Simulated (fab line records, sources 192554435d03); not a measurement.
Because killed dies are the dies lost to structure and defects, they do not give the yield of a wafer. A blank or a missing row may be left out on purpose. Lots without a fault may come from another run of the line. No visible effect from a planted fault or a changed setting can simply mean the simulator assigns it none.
Comparing a struck lot with a sound one :: flow n5-finfet :: 40 out of 1938 route steps
Sound: the wafers L209.2, L209.5, L209.6. Struck: wafer L225.5 (L225.2, L225.4, from the same lot, were not struck and are left out); the cause is given at the end.
For every step that has rows: the tool of each side, followed by ch and its chambers, followed by its first start. Under that, the readings that differ: sound wafers :: struck wafers :: difference of the means :: sigmas: that difference in standard deviations of wafers without a fault.
alike: readings whose means differ by less than 2 such deviations, and words and numbers that are the same on both sides. not compared: withheld readings, readings that some wafer has no value for, bounds like >300 that may hide the same value, and numbers for which the record gives no deviation and whose values overlap.
The two part at a step that has a row with sigmas, a row that says differs or no value, or rows on one side only. When numbers do not overlap yet have no deviation, they are printed without sigmas and do not part them. Lack of a reading on every wafer of one side parts them only where that side has two or more wafers.

first, 12 steps without rows for these wafers: N5_HKMG_FIN_ETCH_32 (etches SOC in N2/H2, target depth 240 nm, time 300 s); N5_HKMG_FIN_STRIP_33 (strips in N2/H2); N5_HKMG_FIN_STRIP_34 (strips in CF4); N5_HKMG_FIN_ETCH_35 (etches SOC in N2/H2, target depth 215.8 nm, time 243.4 s); N5_HKMG_FIN_STRIP_92 (strips SOC in N2/H2, time 20 s); N5_HKMG_FIN_WET_ETCH_18 (etches TiN in SC1, time 55 s, target depth 5.2 nm, rinse time 30 s); N5_HKMG_FIN_STRIP_19 (strips in N2/H2, time 360 s); N5_HKMG_FIN_ALD_91 (deposits TiN, target thk 1 nm, pulse time 1 s, purge time 3 s); N5_HKMG_FIN_COAT_85 (time 60 s, resist thk 300 nm); N5_HKMG_FIN_ETCH_86 (etches SOC in N2/H2, stops on TiN, target depth 393.2 nm); N5_HKMG_FIN_STRIP_89 (strips SOC in N2/H2, time 20 s); N5_HKMG_FIN_WET_ETCH_87 (etches TiN in SC1, time 154.2 s, target depth 4.7 nm, rinse time 30 s).
N5_HKMG_FIN_STRIP_88: strips in N2/H2, time 360 s.
  sound on plasma-asher-02 ch 0,1, day 4 19:49; struck on plasma-asher-02 ch 1, day 8 19:29
  alike: drypump-motor-current-A, h2-flow-sccm, heater-power-w
  not compared: rf-hours-counter-h
then, 26 steps without rows for these wafers: N5_HKMG_FIN_NWFM_ALD_20 (deposits TiAlC, target thk 2 nm, pulse time 3 s, purge time 2 s); N5_HKMG_FIN_ALD_71 (deposits TiN, target thk 1 nm, pulse time 1 s, purge time 3 s); N5_HKMG_FIN_COAT_66 (time 60 s, resist thk 300 nm); N5_HKMG_FIN_ETCH_67 (etches SOC in N2/H2, stops on TiN, target depth 388.9 nm); N5_HKMG_FIN_STRIP_90 (strips SOC in N2/H2, time 20 s); N5_HKMG_FIN_WET_ETCH_73 (etches the open film in SC1, time 42.3 s, target depth 1.3 nm, rinse time 30 s); N5_HKMG_FIN_ETCHBACK_68 (etches the open film in Cl2/Ar, stops on HfO2, target depth 0.5 nm); N5_HKMG_FIN_STRIP_69 (strips in N2/H2, time 360 s); N5_HKMG_FIN_ALD_21 (deposits TiN, target thk 1.5 nm, pulse time 1 s, purge time 3 s); N5_HKMG_FIN_ALD_72 (deposits W, target thk 2 nm, pulse time 1 s, purge time 2 s); N5_HKMG_FIN_W_FILL_22 (material W, target thk 60 nm, time 18.2 s); N5_HKMG_FIN_PRECLEAN_83 (cleans in DIW, time 57.5 s); N5_HKMG_FIN_SRD_84 (dry time 32 s); N5_HKMG_FIN_CMP_23 (polishes, stops on SiNx, t overpolish 10 s, target thk 46.326 nm); N5_HKMG_FIN_CMP_94 (polishes, stops on SiNx, t overpolish 4.7 s, target thk 43.299 nm); N5_GATE_CUT_ETCHBACK_00 (etches W in SF6/Cl2); N5_GATE_CUT_ETCH_56 (etches TiN in Cl2/Ar, target depth 21.6 nm); N5_GATE_CUT_ETCHBACK_30 (etches TiN in Cl2/Ar, target depth 3 nm); N5_GATE_CUT_VAPOR_ETCH_60 (etches HfO2 in BCl3/Cl2); N5_GATE_CUT_ETCH_58 (etches SiNx in CH3F/O2, target depth 17 nm, time 128.6 s); N5_GATE_CUT_STRIP_59 (strips in N2/H2, time 20 s); N5_GATE_CUT_PRECLEAN_31 (cleans in DIW, time 300 s); N5_GATE_CUT_SRD_32 (time 30 s); N5_GATE_CUT_SAC_CAP_01 (material SiNx, target thk 24 nm, pulse time 1 s, ald cycles 480); N5_GATE_CUT_PECVD_57 (deposits SiNx from SiH4/NH3/N2, target thk 21 nm); N5_GATE_CUT_CMP_02 (polishes, stops on SiO2, t overpolish 12.7 s, target thk 0 nm).
-- the record jumps here: 8 days lie between the struck wafers' starts before and after (it left off in module GATE_CUT and takes up again in module PASSIVATION, whose first step shown is number 1936 of the route) --
N5_PASSIVATION_PROBE_49:
  rows exist in the record for the struck wafers here (prober-01, day 16 17:05), but not for the sound ones

WHERE THEY PART
Only at N5_PASSIVATION_PROBE_49, within this record.

WHY: the cause the simulator had injected
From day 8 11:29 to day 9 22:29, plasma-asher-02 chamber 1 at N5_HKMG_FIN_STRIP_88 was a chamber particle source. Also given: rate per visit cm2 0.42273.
